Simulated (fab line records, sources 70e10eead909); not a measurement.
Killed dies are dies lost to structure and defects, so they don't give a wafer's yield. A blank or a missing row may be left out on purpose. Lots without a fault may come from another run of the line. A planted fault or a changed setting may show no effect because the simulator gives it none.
One fault seen from 3 desks | flow nand_harc | each desk has only its own numbers; what lay behind them comes last

THE METROLOGY DESK
What the gauges read, lot by lot, whatever tool the lot ran on: means of the sampled wafers that have a number. A lot is out of limits, marked OUT, if its mean lies more than 4 standard deviations from the usual mean; the brackets give that distance.
Columns: A = overlay_x_nm at NHARC_A_CHANNEL_HOLE_D2_OVL_MEAS_11, usual -0.3 nm; B = overlay_y_nm at NHARC_A_CHANNEL_HOLE_D2_OVL_MEAS_11, usual -0.1 nm; C = cd_nm at NHARC_A_CHANNEL_HOLE_D2_CD_MEAS_18, usual 99.7 nm; D = cd_nm at NHARC_A_CHANNEL_HOLE_D2_CD_MEAS_31, usual 90.2 nm
lot  | first seen here | A    | B    | C     | D
L520 | day 13 19:31    | -0.6 | 0.3  | 94.8  | 90.9
L522 | day 14 07:02    | 0.2  | -1.2 | 99.4  | 89.5
L526 | day 16 07:59    | -1.2 | -0.4 | 100.2 | 90.0
L540 | day 21 23:04    | 0.0  | 1.2  | 99.0  | 89.6
L539 | day 22 00:43    | -0.9 | -0.9 | 103.7 | 90.5
L541 | day 22 13:25    | 0.4  | 0.5  | 102.0 | 91.4
This desk's finding: nothing out of limits on any of the 6 lots.

THE TOOL OWNER'S DESK: har_etch-01
The tool's own readings at NHARC_A_CHANNEL_HOLE_D2_ETCH_23 (etches the open film in C4F8/O2/Ar, time 819 s, target depth 1600 nm): means of the sampled wafers that have a number, for each lot that ran on this tool. A lot is out of limits, marked OUT, if its mean lies more than 4 standard deviations from the usual mean; the brackets give that distance.
Columns: A = drypump_motor_current_A at NHARC_A_CHANNEL_HOLE_D2_ETCH_23, usual 5.7 A; B = o2_flow_sccm at NHARC_A_CHANNEL_HOLE_D2_ETCH_23, usual 35.72 sccm; C = showerhead_plenum_p_Torr at NHARC_A_CHANNEL_HOLE_D2_ETCH_23, usual 3.68 Torr; D = throttle_valve_pct at NHARC_A_CHANNEL_HOLE_D2_ETCH_23, usual 32.155 %
lot  | first seen here | A   | B     | C    | D
L520 | day 14 00:26    | 5.1 | 35.69 | 3.69 | 32.152
L526 | day 16 13:34    | 5.1 | 35.69 | 3.67 | 32.151
L540 | day 22 04:21    | 5.4 | 35.75 | 3.59 | 32.152
L541 | day 22 16:17    | 5.8 | 35.81 | 3.56 | 32.151
This desk's finding: nothing out of limits on any of the 4 lots.

THE DEFECT DESK
What the inspections along the route counted, lot by lot: means of the sampled wafers that have a number. A lot is out of limits, marked OUT, if its mean lies more than 4 standard deviations from the usual mean; the brackets give that distance.
Columns: A = raw_defect_count at NHARC_A_CHANNEL_HOLE_D2_INSPECT_12, usual 32; B = raw_defect_count at NHARC_A_CHANNEL_HOLE_D2_INSPECT_40, usual 262
lot  | first seen here | A  | B
L520 | day 13 19:32    | 53 | 259
L522 | day 14 07:04    | 5  | 348
L526 | day 16 08:01    | 9  | 250
L540 | day 21 23:07    | 4  | 562 (+4.2) OUT
L539 | day 22 00:45    | 32 | 255
L541 | day 22 13:27    | 26 | 533
This desk's finding: out of limits on L540; first on L540, day 22 08:19 (raw_defect_count at NHARC_A_CHANNEL_HOLE_D2_INSPECT_40). In limits: L520, L522, L526, L539, L541.

PUT TOGETHER
The defect desk could have raised an alarm at day 22 08:19, on L540.
The metrology desk saw nothing out of limits.
The tool owner's desk saw nothing out of limits.
The metrology desk has L540 on record, within its limits.
The tool owner's desk has L540 on record, within its limits.
Of the lots named, all ran NHARC_A_CHANNEL_HOLE_D2_ETCH_23 on har_etch-01.

WHAT THE SIMULATOR HAD PUT IN
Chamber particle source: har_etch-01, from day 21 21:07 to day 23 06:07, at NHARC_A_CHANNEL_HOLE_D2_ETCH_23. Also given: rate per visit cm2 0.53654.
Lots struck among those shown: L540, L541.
Hours from the fault's start to each desk's first reading out of limits: the defect desk, 11.
